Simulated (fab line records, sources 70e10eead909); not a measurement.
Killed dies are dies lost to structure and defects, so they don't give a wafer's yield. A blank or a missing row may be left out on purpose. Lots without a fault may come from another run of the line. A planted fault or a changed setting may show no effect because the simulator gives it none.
Chamber matching | flow nand_harc | NHARC_A_STAIRCASE_TRIM_220 on rie_diel-13: 4 sister chambers
The step chemistry O2, time 211.2 s. 16 wafers are shown with their chamber, then 8 later ones without.

WAFERS WITH THEIR CHAMBER
wafer  | chamber | showerhead_plenum_p_Torr (Torr) | drypump_motor_current_A (A) | oes_product_au (a.u.)
L079.1 | 3       | 3.29                            | 5.4                         | 0.989
L079.2 | 1       | 3.29                            | 6.4                         | 0.992
L079.3 | 0       | 3.41                            | 5.4                         | 0.997
L085.2 | 3       | 3.28                            | 5.4                         | 0.998
L085.4 | 0       | 3.40                            | 5.4                         | 0.999
L085.6 | 3       | 3.28                            | 5.3                         | 0.991
L085.1 | 1       | 3.29                            | 6.5                         | 0.996
L085.3 | 2       | 3.44                            | 6.3                         | 0.994
L085.5 | 0       | 3.40                            | 5.4                         | 1.001
L084.1 | 2       | 3.44                            | 6.3                         | 1.008
L084.5 | 2       | 3.44                            | 6.3                         | 0.999
L084.6 | 3       | 3.28                            | 5.3                         | 0.991
L088.2 | 0       | 3.40                            | 5.4                         | 0.994
L088.4 | 2       | 3.44                            | 6.3                         | 1.011
L088.6 | 2       | 3.44                            | 6.3                         | 1.007
L090.1 | 0       | 3.40                            | 5.4                         | 0.990

SIGNATURES (means of the wafers above)
reading                  | chamber 0 | chamber 1 | chamber 2 | chamber 3 | scatter within a chamber
showerhead_plenum_p_Torr | 3.4020    | 3.2900    | 3.4400    | 3.2825    | 0.00359
drypump_motor_current_A  | 5.400     | 6.450     | 6.300     | 5.350     | 0.0354
oes_product_au           | 0.99620   | 0.99400   | 1.00380   | 0.99225   | 0.00523
Rule: a wafer's distance from a chamber is the root of the sum, over the readings, of the square of ((its reading less the chamber's mean) divided by the reading's scatter). The wafer belongs to the nearest chamber; if the next one is less than 2 further off, it can't be placed. The scatter: the root of (the sum of the squares of (reading less its chamber's mean) over the shown wafers, divided by (wafers less chambers)).

WAFERS WITHOUT THEIR CHAMBER
wafer  | showerhead_plenum_p_Torr (Torr) | drypump_motor_current_A (A) | oes_product_au (a.u.)
L090.2 | 3.28                            | 5.4                         | 0.999
L090.6 | 3.28                            | 5.3                         | 1.007
L091.2 | 3.28                            | 5.4                         | 1.001
L091.3 | 3.28                            | 6.5                         | 1.006
L091.4 | 3.40                            | 5.4                         | 0.999
L091.1 | 3.44                            | 6.3                         | 1.006
L091.5 | 3.28                            | 6.4                         | 1.007
L091.6 | 3.40                            | 5.4                         | 1.004

WHICH CHAMBER EACH WENT THROUGH
wafer  | from the rows above | in truth
L090.2 | 3                   | 3
L090.6 | 3                   | 3
L091.2 | 3                   | 3
L091.3 | 1                   | 1
L091.4 | 0                   | 0
L091.1 | 2                   | 2
L091.5 | 1                   | 1
L091.6 | 0                   | 0
Placed correctly: 8 of 8. Can't be placed from these rows: 0. Placed wrongly: 0.
